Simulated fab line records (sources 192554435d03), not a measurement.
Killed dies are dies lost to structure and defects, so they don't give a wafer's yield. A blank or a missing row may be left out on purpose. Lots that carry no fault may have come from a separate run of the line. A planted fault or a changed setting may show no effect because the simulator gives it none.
Chamber matching || flow n5Finfet || uvCure-03 running N5_BEOL_M10_CURE_72: 3 sister chambers
The step cures SiCOH lowk, time 120 s. 5 wafers are shown with their chamber, then 8 later ones without.

WAFERS PAIRED WITH THEIR CHAMBERS
{"wafer": "L075.5", "chamber": 1, "wafer_temp_C_max": 371.9, "lampPowerPct (%)": 52.32}
{"wafer": "L075.6", "chamber": 1, "wafer_temp_C_max": 371.3, "lampPowerPct (%)": 52.34}
{"wafer": "L083.3", "chamber": 2, "wafer_temp_C_max": 373.1, "lampPowerPct (%)": 52.31}
{"wafer": "L083.4", "chamber": 2, "wafer_temp_C_max": 373.1, "lampPowerPct (%)": 52.28}
{"wafer": "L092.4", "chamber": 0, "wafer_temp_C_max": 371.2, "lampPowerPct (%)": 52.29}

WAFERS WITH NO CHAMBER GIVEN
{"wafer": "L092.5", "wafer_temp_C_max": 371.9, "lampPowerPct (%)": 52.42}
{"wafer": "L092.6", "wafer_temp_C_max": 371.2, "lampPowerPct (%)": 52.36}
{"wafer": "L091.1", "wafer_temp_C_max": 371.6, "lampPowerPct (%)": 52.28}
{"wafer": "L091.2", "wafer_temp_C_max": 371.6, "lampPowerPct (%)": 52.27}
{"wafer": "L091.6", "wafer_temp_C_max": 371.5, "lampPowerPct (%)": 52.42}
{"wafer": "L095.2", "wafer_temp_C_max": 372.4, "lampPowerPct (%)": 52.27}
{"wafer": "L095.3", "wafer_temp_C_max": 372.6, "lampPowerPct (%)": 52.33}
{"wafer": "L095.6", "wafer_temp_C_max": 373.4, "lampPowerPct (%)": 52.34}

WHICH CHAMBER EACH ONE RAN IN
{"wafer": "L092.5", "from the rows above": 1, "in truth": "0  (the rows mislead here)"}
{"wafer": "L092.6", "from the rows above": "can't be placed: 1 or 0", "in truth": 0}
{"wafer": "L091.1", "from the rows above": "can't be placed: 0 or 1", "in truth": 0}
{"wafer": "L091.2", "from the rows above": "can't be placed: 0 or 1", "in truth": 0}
{"wafer": "L091.6", "from the rows above": 1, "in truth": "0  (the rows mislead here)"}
{"wafer": "L095.2", "from the rows above": "can't be placed: 2 or 0 or 1", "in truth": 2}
{"wafer": "L095.3", "from the rows above": "can't be placed: 2 or 1", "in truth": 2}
{"wafer": "L095.6", "from the rows above": 2, "in truth": 2}
1 of 8 placed correctly. Unplaceable from these rows: 5, with the true chamber sitting among the candidates in 5. Placed wrongly: 2.
How it was worked out, from the rows above alone: a wafer's distance from a chamber is the root of the sum, over the readings, of the square of ((its reading less the chamber's mean) divided by the reading's scatter). The wafer belongs to the nearest chamber; if the next one is less than 2 further off, it can't be placed. The mean given for a chamber averages the wafers shown for that chamber. The scatter is the square root of a quotient: the sum, over the shown wafers, of each reading's squared deviation from its chamber's mean, divided by wafers minus chambers.
